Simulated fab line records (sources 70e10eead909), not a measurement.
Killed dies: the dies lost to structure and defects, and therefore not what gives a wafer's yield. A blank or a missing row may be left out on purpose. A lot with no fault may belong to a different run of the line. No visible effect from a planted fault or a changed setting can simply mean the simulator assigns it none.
fab line records ; flow nandHarc
record: lots: 12; wafers: 36; lastDay: 24
route steps=1159 shown A_CONTACT@924 END@1159
lots that met no fault: taken from a fault-free run of the same line
startH: hours from the record's first day to the start of the lot's first wafer shown ; waitH: hours since the lot's step before ; " repeats the value in the row above ; L1.1+2: a single row standing in for several wafers ; - no value, or no start was given ; * or withheld: withheld ; < > ~ a bound
route shown NAME@n: names a module that has steps shown in the file, with the first one's number in the route ; usual: mean/standard deviation taken from wafers without a fault ; same: alike in all rows ; chamber/n: place in a boat ; sites: each site's reading ; _std_site: standard deviation of those values ; _edge_site: mean of outer sites minus mean of inner sites ; radiusMm: how far each site lies from the wafer's centre ; mask NAME#n: copy n ; behind: the last tool/chamber to shape the wafer ; hold: what put the lot on hold/how long, in hours/how the hold closed ; device: the transistor (n, p or np) that didn't switch ; end of line: at the end of the route, the tests of the same wafers ; a step given without rows: its recipe and nothing more ; killed: at the first sort, the dies lost to defects and structure; wafer yield is something else ; map: per-die view of a wafer (x killed, . not killed, _ where there is no die)
set.NAME: the setting the step ran with; set.NAME@STEP: the setting that earlier step ran with ; model.NAME: the simulator's own value behind a step, which no gauge read
steps of the route over a sample of lots; a table a step, a row a wafer
services: a tool's chamber out of use, with start hour (startH, from the record's first day; less than 0 if before it), hours out, and reason
== steps ==
step: NHARC_A_CONTACT_DEP_85
recipe: targetThkA: 500; targetThkNm: 50; tempC: 400; pressureTorr: 3.5; flowSccm: 200; rfW: 350; material: SiON
usual: heaterPowerW: 725/87
lot.wafer;tool;chamber;startH;waitH;heaterPowerW
L553.2;pecvd-04;1;375.21;0.9;729
L553.1;pecvd-04;2;375.21;0.9;666
L553.3;pecvd-04;0;375.21;0.9;728
L554.1;pecvd-01;0;384.69;1.1;844
L554.3;pecvd-01;1;384.69;1.1;859
L554.4;pecvd-01;1;384.69;1.1;866
L557.1;pecvd-01;0;395.69;1.1;813
L557.5;pecvd-01;1;395.69;1.1;915
L557.4;pecvd-01;0;395.69;1.1;829
L559.3;pecvd-01;1;411.18;0.7;915
L559.2;pecvd-01;2;411.18;0.7;597
L559.4;pecvd-01;2;411.18;0.7;613
L565.3;pecvd-02;2;455.65;0.7;599
L565.6;pecvd-02;1;455.65;0.7;751
L565.4;pecvd-02;2;455.65;0.7;587
L569.3;pecvd-01;0;468.85;0.7;847
L569.5;pecvd-01;2;468.85;0.7;683
L569.6;pecvd-01;1;468.85;0.7;839
L568.2;pecvd-02;0;470.18;0.9;594
L568.3;pecvd-02;1;470.18;0.9;834
L568.4;pecvd-02;1;470.18;0.9;795
L572.3;pecvd-02;2;493.41;0.7;645
L572.5;pecvd-02;1;493.41;0.7;712
L572.4;pecvd-02;2;493.41;0.7;680
L571.1;pecvd-02;2;497.91;1.1;657
L571.2;pecvd-02;0;497.91;1.1;678
L571.6;pecvd-02;2;497.91;1.1;645
L573.3;pecvd-04;1;504.46;0.7;656
L573.4;pecvd-04;0;504.46;0.7;706
L573.6;pecvd-04;1;504.46;0.7;658
L576.3;pecvd-01;1;517.70;0.7;856
L576.1;pecvd-01;2;517.70;0.7;707
L576.4;pecvd-01;0;517.70;0.7;710
L574.1;pecvd-01;2;523.08;1.1;647
L574.6;pecvd-01;2;523.08;1.1;655
L574.4;pecvd-01;0;523.08;1.1;862
step: NHARC_A_CONTACT_ETCH_88
recipe: targetDepthA: 390; overEtchFrac: 0.3; timeS: 65; ionEnergyEv: 80; cf4FlowSccm: 150; arFlowSccm: 0; rfW: 300; biasW: 100; chemistry: CF4
usual: cf4FlowSccm: 149.9/0.42; drypumpMotorCurrentA: 6.0/0.38; oesProductAu: 1.004/0.0075; rfVppV: 151.6/1.2; runLengthS: 86.4/0.4; showerheadPlenumPTorr: 1.79/0.07; throttleValvePct: 13.283/0.009
lot.wafer;tool;chamber;startH;waitH;cf4FlowSccm;drypumpMotorCurrentA;oesProductAu;rfHoursCounterH;rfVppV;runLengthS;showerheadPlenumPTorr;throttleValvePct
L553.1;rieDiel-05;3;376.11;0.1;150.0;5.9;1.006;7;151.6;86.0;1.86;13.298
L553.2;rieDiel-05;0;376.11;0.1;150.3;6.3;0.999;6;151.4;85.9;1.84;13.265
L553.3;rieDiel-05;2;376.11;0.1;150.0;6.3;1.007;6;154.1;86.5;1.82;13.279
L554.3;rieDiel-08;2;385.57;0.1;150.0;5.4;0.992;33;154.4;87.0;1.88;13.271
L554.1;rieDiel-08;3;385.57;0.1;150.2;5.5;1.003;28;150.4;85.6;1.70;13.285
L554.4;rieDiel-08;0;385.57;0.1;150.0;6.2;1.000;29;152.0;86.3;1.82;13.284
L557.1;rieDiel-05;0;396.52;0.1;150.5;6.3;1.020;11;154.5;70.6;1.84;13.287
L557.4;rieDiel-05;1;396.52;0.1;149.8;5.3;1.006;10;152.4;70.1;1.86;13.286
L557.5;rieDiel-05;0;396.52;0.1;150.4;6.3;1.007;-;152.6;70.2;1.84;13.283
L559.4;rieDiel-05;1;412.17;0.1;149.8;5.3;0.998;13;153.4;70.2;1.85;13.270
L559.2;rieDiel-05;2;412.17;0.1;149.8;6.2;0.998;13;151.8;70.3;1.82;13.287
L559.3;rieDiel-05;0;412.17;0.1;150.3;6.3;0.997;13;150.9;70.2;1.84;13.285
L565.3;rieDiel-11;3;456.62;0.1;150.7;6.5;1.003;26;150.2;87.0;1.65;13.278
L565.4;rieDiel-11;0;456.62;0.1;150.4;6.0;1.007;26;150.8;86.6;1.79;13.289
L565.6;rieDiel-11;3;456.62;0.1;149.9;6.5;1.015;-;149.2;87.3;1.65;13.289
L569.3;rieDiel-11;1;469.82;0.1;149.7;6.2;1.003;32;152.4;86.3;1.81;13.289
L569.6;rieDiel-11;3;469.82;0.1;150.1;6.5;1.008;-;151.0;87.1;1.65;13.280
L569.5;rieDiel-11;0;469.82;0.1;150.1;6.0;0.994;-;151.6;86.7;1.79;13.270
L568.3;rieDiel-11;2;471.05;0.1;149.3;5.9;1.005;32;151.1;86.1;1.74;13.276
L568.4;rieDiel-11;3;471.05;0.1;150.2;6.5;1.005;29;150.6;87.3;1.65;13.290
L568.2;rieDiel-11;0;471.05;0.1;149.1;6.0;0.996;30;150.8;86.4;1.79;13.282
L572.4;rieDiel-05;1;494.37;0.1;149.1;5.3;1.005;26;152.7;86.1;1.85;13.303
L572.3;rieDiel-05;3;494.37;0.1;149.7;5.9;1.003;25;151.6;86.0;1.85;13.292
L572.5;rieDiel-05;2;494.37;0.1;149.9;6.2;1.001;-;151.2;86.2;1.81;13.278
L571.1;rieDiel-05;1;499.01;0.1;149.6;5.3;1.009;28;152.1;86.2;1.85;13.280
L571.2;rieDiel-05;0;499.01;0.1;150.3;6.3;1.006;30;152.5;86.1;1.83;13.289
L571.6;rieDiel-05;1;499.01;0.1;150.4;5.3;0.993;-;152.3;86.0;1.85;13.275
L573.4;rieDiel-08;1;505.67;0.1;149.9;5.6;0.985;9;152.9;85.8;1.91;13.285
L573.3;rieDiel-08;2;505.67;0.1;150.5;5.3;0.989;10;151.9;86.2;1.87;13.281
L573.6;rieDiel-08;0;505.67;0.1;150.3;6.2;0.991;-;152.2;86.5;1.81;13.281
L576.3;rieDiel-08;2;518.66;0.1;149.2;5.4;1.000;14;152.9;86.3;1.87;13.295
L576.4;rieDiel-08;3;518.66;0.1;149.9;5.5;1.007;14;150.9;85.9;1.69;13.288
L576.1;rieDiel-08;1;518.66;0.1;149.8;5.6;0.995;15;152.2;85.9;1.90;13.290
L574.1;rieDiel-11;1;524.27;0.1;150.2;6.2;1.008;54;152.1;86.0;1.81;13.281
L574.4;rieDiel-11;2;524.27;0.1;149.1;5.8;1.004;54;151.2;86.6;1.74;13.280
L574.6;rieDiel-11;2;524.27;0.1;149.3;5.8;0.999;-;151.4;86.1;1.74;13.293
step: NHARC_A_CONTACT_ETCH_30
recipe: targetDepthA: 605; timeS: 30.2; cf4FlowSccm: 100; chf3FlowSccm: 30; arFlowSccm: 0; rfW: 500; biasW: 200; chemistry: CF4/CHF3
usual: cf4FlowSccm: 100.02/0.29; drypumpMotorCurrentA: 6.0/0.37; oesProductAu: 0.933/0.0096; rfVppV: 371.3/2.2; runLengthS: 51.6/0.45; showerheadPlenumPTorr: 1.60/0.062; throttleValvePct: 16.803/0.0097
lot.wafer;tool;chamber;startH;waitH;cf4FlowSccm;drypumpMotorCurrentA;oesProductAu;rfHoursCounterH;rfVppV;runLengthS;showerheadPlenumPTorr;throttleValvePct
L553.1;rieDiel-05;2;-;-;99.92;6.2;0.933;6;372.7;51.4;1.62;16.795
L553.2;rieDiel-05;3;-;-;99.86;5.9;0.931;7;372.0;51.2;1.65;16.802
L553.3;rieDiel-05;0;-;-;99.78;6.3;0.936;7;372.3;51.1;1.64;16.807
L554.3;rieDiel-08;3;-;-;100.35;5.5;0.918;28;369.3;51.0;1.51;16.803
L554.4;rieDiel-08;0;-;-;100.02;6.2;0.925;30;370.1;51.3;1.62;16.794
L554.1;rieDiel-08;1;-;-;100.12;5.6;0.934;28;365.5;50.7;1.47;16.804
L557.4;rieDiel-05;2;-;-;99.84;6.2;0.929;11;371.5;51.3;1.62;16.803
L557.1;rieDiel-05;1;-;-;99.89;5.3;0.928;11;373.9;51.4;1.65;16.792
L557.5;rieDiel-05;3;-;-;100.29;5.9;0.927;-;373.0;51.2;1.65;16.802
L559.3;rieDiel-05;0;-;-;100.11;6.3;0.943;14;371.8;51.2;1.64;16.806
L559.4;rieDiel-05;2;-;-;99.80;6.2;0.926;13;373.0;51.5;1.62;16.804
L559.2;rieDiel-05;3;-;-;99.99;5.9;0.925;13;372.0;51.3;1.65;16.808
L565.3;rieDiel-11;2;-;-;100.32;5.8;0.936;29;370.0;51.5;1.55;16.809
L565.4;rieDiel-11;3;-;-;99.77;6.5;0.936;27;366.3;52.7;1.46;16.793
L565.6;rieDiel-11;1;-;-;100.49;6.1;0.946;-;372.1;51.5;1.62;16.809
L569.3;rieDiel-11;2;-;-;100.37;5.8;0.928;32;370.4;51.5;1.55;16.810
L569.6;rieDiel-11;1;-;-;99.57;6.1;0.933;-;374.4;51.5;1.61;16.796
L569.5;rieDiel-11;2;-;-;99.68;5.8;0.922;-;369.8;52.1;1.55;16.810
L568.3;rieDiel-11;2;-;-;100.22;5.8;0.932;32;369.4;51.3;1.55;16.821
L568.4;rieDiel-11;3;-;-;99.81;6.5;0.935;29;367.5;52.7;1.46;16.792
L568.2;rieDiel-11;0;-;-;99.72;6.0;0.922;30;370.7;52.1;1.59;16.806
L572.3;rieDiel-05;2;-;-;99.65;6.2;0.924;26;371.5;51.9;1.61;16.826
L572.4;rieDiel-05;0;-;-;99.82;6.3;0.919;28;373.8;51.2;1.63;16.805
L572.5;rieDiel-05;2;-;-;100.01;6.2;0.927;-;371.6;51.3;1.61;16.795
L571.2;rieDiel-05;0;-;-;100.34;6.3;0.929;31;372.4;51.4;1.63;16.817
L571.1;rieDiel-05;1;-;-;100.47;5.3;0.924;29;373.8;51.9;1.65;16.800
L571.6;rieDiel-05;2;-;-;100.18;6.2;0.929;-;371.9;51.3;1.61;16.798
L573.4;rieDiel-08;3;-;-;99.87;5.5;0.923;10;368.3;50.7;1.50;16.799
L573.3;rieDiel-08;1;-;-;100.45;5.6;0.930;10;374.2;51.1;1.70;16.797
L573.6;rieDiel-08;2;-;-;100.21;5.4;0.938;-;373.9;51.6;1.66;16.820
L576.1;rieDiel-08;2;-;-;100.52;5.4;0.929;14;371.9;52.2;1.66;16.784
L576.3;rieDiel-08;0;-;-;100.11;6.2;0.930;15;370.3;51.2;1.61;16.811
L576.4;rieDiel-08;1;-;-;99.82;5.6;0.931;15;375.6;50.8;1.70;16.815
L574.1;rieDiel-11;2;-;-;100.21;5.9;0.930;54;370.5;51.9;1.54;16.817
L574.4;rieDiel-11;0;-;-;100.13;6.0;0.928;53;369.3;52.2;1.59;16.807
L574.6;rieDiel-11;1;-;-;99.93;6.1;0.927;-;372.3;52.0;1.61;16.805
step: NHARC_A_CONTACT_ETCH_139
recipe: sourceW: withheld; pressureMtorr: 20; biasV: 400; timeS: 137; targetDepthA: 5900; arFlowSccm: withheld; c4f8FlowSccm: 11.5; o2FlowSccm: 7.2; chemistry: C4F8/O2/Ar
usual: oesAirLineAu: 1.000/0.02; runLengthS: 168.3/0.49
lot.wafer;tool;chamber;startH;waitH;oesAirLineAu;rfHoursCounterH;runLengthS
L553.1;harCapEtch-02;0;377.72;0.1;0.974;11;168.1
L553.2;harCapEtch-02;1;377.72;0.1;1.040;11;167.5
L553.3;harCapEtch-02;1;377.72;0.1;1.031;-;167.6
L554.1;harCapEtch-02;1;387.22;0.1;1.009;13;168.0
L554.4;harCapEtch-02;0;387.22;0.1;1.017;-;167.6
L554.3;harCapEtch-02;1;387.22;0.1;1.014;-;167.9
L557.1;harCapEtch-01;0;398.15;0.1;0.986;63;168.4
L557.4;harCapEtch-01;1;398.15;0.1;0.985;-;168.3
L557.5;harCapEtch-01;0;398.15;0.1;0.945;-;168.5
L559.2;harCapEtch-03;1;413.81;0.1;0.979;91;168.5
L559.3;harCapEtch-03;0;413.81;0.1;1.028;-;168.5
L559.4;harCapEtch-03;1;413.81;0.1;0.965;-;168.3
L565.3;harCapEtch-03;0;458.39;0.1;1.017;-;168.4
L565.4;harCapEtch-03;1;458.39;0.1;0.986;-;169.2
L565.6;harCapEtch-03;0;458.39;0.1;0.981;-;168.3
L569.3;harCapEtch-01;1;471.49;0.1;1.008;-;168.5
L569.6;harCapEtch-01;1;471.49;0.1;1.010;-;168.6
L569.5;harCapEtch-01;0;471.49;0.1;1.003;-;169.3
L568.2;harCapEtch-03;1;472.86;0.1;1.010;102;168.7
L568.3;harCapEtch-03;1;472.86;0.1;1.019;-;168.4
L568.4;harCapEtch-03;0;472.86;0.1;0.983;-;168.6
L572.3;harCapEtch-03;1;496.06;0.1;0.978;-;168.4
L572.4;harCapEtch-03;0;496.06;0.1;0.967;-;168.5
L572.5;harCapEtch-03;1;496.06;0.1;1.021;-;168.4
L571.1;harCapEtch-02;0;500.81;0.1;0.981;31;167.5
L571.2;harCapEtch-02;1;500.81;0.1;0.993;31;167.4
L571.6;harCapEtch-02;1;500.81;0.1;1.002;-;167.7
L573.3;harCapEtch-01;0;507.94;0.2;1.000;-;168.8
L573.4;harCapEtch-01;1;507.94;0.2;0.998;-;168.7
L573.6;harCapEtch-01;0;507.94;0.2;0.994;-;168.5
L576.1;harCapEtch-03;1;520.25;0.1;1.022;109;168.4
L576.4;harCapEtch-03;1;520.25;0.1;0.996;-;168.8
L576.3;harCapEtch-03;0;520.25;0.1;0.998;-;168.3
L574.1;harCapEtch-03;1;526.05;0.1;0.966;110;168.6
L574.4;harCapEtch-03;0;526.05;0.1;0.990;-;168.7
L574.6;harCapEtch-03;1;526.05;0.1;0.978;-;168.7
step: NHARC_END_SORT_01
recipe: tempC: 25
usual: killedAtArray: 27/10; killedAtOther: 0.6/1; killedAtPeriphery: 3.4/2.7; killedDies: 31/9.7; killedOpen: 3.4/1.7; killedShort: 2.2/1.5
same: grossDies: 677
lot.wafer;tool;chamber;startH;waitH;killedAtArray;killedAtOther;killedAtPeriphery;killedDies;killedOpen;killedShort
L557.1;prober-01;0;465.92;2.5;31;0;4;35;3;4
L557.4;prober-01;0;468.31;3.4;40;1;3;44;2;1
L557.5;prober-01;0;469.11;3.7;27;0;2;29;2;3
L559.2;prober-01;0;474.52;2.8;42;0;1;43;2;4
L559.3;prober-01;0;475.32;3.1;33;0;5;38;5;1
L559.4;prober-01;0;476.13;3.4;38;1;3;42;3;4
L568.2;prober-01;0;541.44;2.8;19;0;2;21;1;1
L568.3;prober-01;0;542.25;3.1;35;0;3;38;4;0
L568.4;prober-01;0;543.06;3.4;22;0;2;24;2;2
L571.1;prober-01;0;554.90;2.5;45;0;0;45;2;3
L571.2;prober-01;0;555.72;2.8;40;0;0;40;1;1
L571.6;prober-01;0;558.96;4.1;48;0;0;48;6;0
killed by level:class
L557.1 A_SLIT:chamberFilmFlake=8 A_STAIRCASE:chamberFilmFlake=7 A_WL_FILL:chamberFilmFlake=5 A_CONTACT:areaEtch=3 A_CONTACT:chamberFilmFlake=2 P_GATE:geometricParticle:open=1 P_M1:geometricParticle:open=1 P_M1:geometricParticle:short=1
L557.4 A_CONTACT:areaEtch=13 A_WL_FILL:chamberFilmFlake=9 A_STAIRCASE:chamberFilmFlake=7 A_SLIT:chamberFilmFlake=5 A_CHANNEL_HOLE_D1:chamberFilmFlake=4 A_WL_FILL:geometricParticle:short=1 A_M0:geometricParticle:open=1 P_ZERO_WELL:chamberFilmFlake=1
L557.5 A_SLIT:chamberFilmFlake=13 A_STAIRCASE:chamberFilmFlake=4 A_CHANNEL_FILL_D1:geometricParticle:short=2 A_CHANNEL_HOLE_D1:chamberFilmFlake=2 A_CONTACT:areaEtch=2 P_GATE:geometricParticle:open=1 A_CONTACT:geometricParticle:short=1 A_BLC:geometricParticle:open=1
L559.2 A_CHANNEL_HOLE_D1:chamberFilmFlake=12 A_SLIT:chamberFilmFlake=9 A_STAIRCASE:chamberFilmFlake=6 A_CONTACT:chamberFilmFlake=4 A_CONTACT:areaEtch=3 A_CONTACT:geometricParticle:short=2 P_M0:geometricParticle:open=1 A_CHANNEL_FILL_D1:geometricParticle:short=1
L559.3 A_CHANNEL_HOLE_D1:chamberFilmFlake=16 A_SLIT:chamberFilmFlake=5 A_CONTACT:chamberFilmFlake=4 A_CONTACT:geometricParticle:open=2 P_STI:chamberFilmFlake=2 A_CONTACT:areaEtch=2 P_CONTACT:geometricParticle:open=1 P_M0:geometricParticle:short=1
L559.4 A_CHANNEL_HOLE_D1:chamberFilmFlake=17 A_SLIT:chamberFilmFlake=8 A_CONTACT:areaEtch=4 A_CONTACT:geometricParticle:short=2 A_STAIRCASE:chamberFilmFlake=2 A_CONTACT:chamberFilmFlake=2 P_M1:geometricParticle:open=1 A_SGD_CUT:geometricParticle:short=1
L568.2 A_SLIT:chamberFilmFlake=13 A_CONTACT:chamberFilmFlake=3 A_WL_FILL:geometricParticle:short=1 A_WL_FILL:geometricParticle:open=1 P_ZERO_WELL:chamberFilmFlake=1 P_GATE:chamberFilmFlake=1 A_CHANNEL_HOLE_D1:chamberFilmFlake=1
L568.3 A_SLIT:chamberFilmFlake=18 A_CHANNEL_HOLE_D1:chamberFilmFlake=8 A_CONTACT:chamberFilmFlake=5 P_M0:geometricParticle:open=2 A_ONON_D1:geometricParticle:open=1 A_CONTACT:geometricParticle:open=1 P_GATE:chamberFilmFlake=1 A_CHANNEL_FILL_D1:chamberFilmFlake=1
L568.4 A_SLIT:chamberFilmFlake=15 A_CHANNEL_HOLE_D1:chamberFilmFlake=4 P_CONTACT:geometricParticle:open=1 P_M2:geometricParticle:short=1 A_WL_FILL:geometricParticle:short=1 A_M0:geometricParticle:open=1 A_STAIRCASE:chamberFilmFlake=1
L571.1 A_CHANNEL_HOLE_D1:chamberFilmFlake=17 A_SLIT:chamberFilmFlake=13 A_SGD_CUT:chamberFilmFlake=5 A_CHANNEL_FILL_D1:chamberFilmFlake=2 A_CONTACT:chamberFilmFlake=2 A_ONON_D1:geometricParticle:short=1 A_CHANNEL_FILL_D1:geometricParticle:short=1 A_CONTACT:geometricParticle:short=1
L571.2 A_CHANNEL_HOLE_D1:chamberFilmFlake=18 A_SLIT:chamberFilmFlake=14 A_CONTACT:chamberFilmFlake=3 A_SGD_CUT:chamberFilmFlake=2 A_CONTACT:geometricParticle:open=1 A_M0:geometricParticle:short=1 A_STAIRCASE:chamberFilmFlake=1
L571.6 A_CHANNEL_HOLE_D1:chamberFilmFlake=22 A_SLIT:chamberFilmFlake=18 A_CHANNEL_FILL_D1:geometricParticle:open=5 A_BLC:geometricParticle:open=1 A_STAIRCASE:chamberFilmFlake=1 A_SGD_CUT:chamberFilmFlake=1
== services ==
tool;chamber;startH;hours;kind
rieDiel-11;-;366.51;9.0;pm
rieDiel-05;0;374.12;-;clean
rieDiel-05;1;374.12;-;clean
rieDiel-05;2;374.12;-;clean
rieDiel-05;3;374.12;-;clean
pecvd-04;-;376.00;13.0;pm
rieDiel-05;0;398.63;-;clean
rieDiel-05;1;398.63;-;clean
rieDiel-05;2;398.63;-;clean
rieDiel-05;3;398.63;-;clean
pecvd-04;2;412.57;10.0;repair
pecvd-01;-;418.25;13.0;pm
rieDiel-08;2;418.57;3.9;repair
rieDiel-05;3;433.93;4.6;repair
rieDiel-08;2;440.89;3.3;repair
pecvd-01;-;475.99;1.6;repair
rieDiel-08;-;479.31;9.0;pm
harCapEtch-01;-;481.07;0.2;repair
pecvd-02;1;494.81;10.6;repair
rieDiel-05;3;497.47;16.2;repair
harCapEtch-02;-;509.96;0.2;repair
pecvd-02;-;515.00;13.0;pm
harCapEtch-03;-;516.82;0.2;repair
rieDiel-05;-;517.74;9.0;pm
== key ==
firstSign: step: NHARC_A_CONTACT_ETCH_88; reading: runLengthS; direction: down; sigmas: 41; usual: *; struck: *
effect none on later readings
metAt NHARC_A_CONTACT_ETCH_88
struckLots L557,L559
testerLeftOut L557,L559
notActingAt NHARC_A_CONTACT_DEP_85,NHARC_A_CONTACT_ETCH_30,NHARC_A_CONTACT_ETCH_139
onsetBetween 376.11 396.52
fault: kind: processParameterDrift; tool: rieDiel-05; chamber: -; onsetH: 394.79; steps: NHARC_A_CONTACT_ETCH_88; channel: timeS; offset: *; shape: step; endH: 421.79; actsIn: *; stated: *
testerLeftOut: of these lots the tester's yield and bins aren't shown, on N5 and GAA mostly nor the transistor test; their killed dies are dies lost to structure and defects alone, not to doping, threshold or leakage, so they don't give the yield
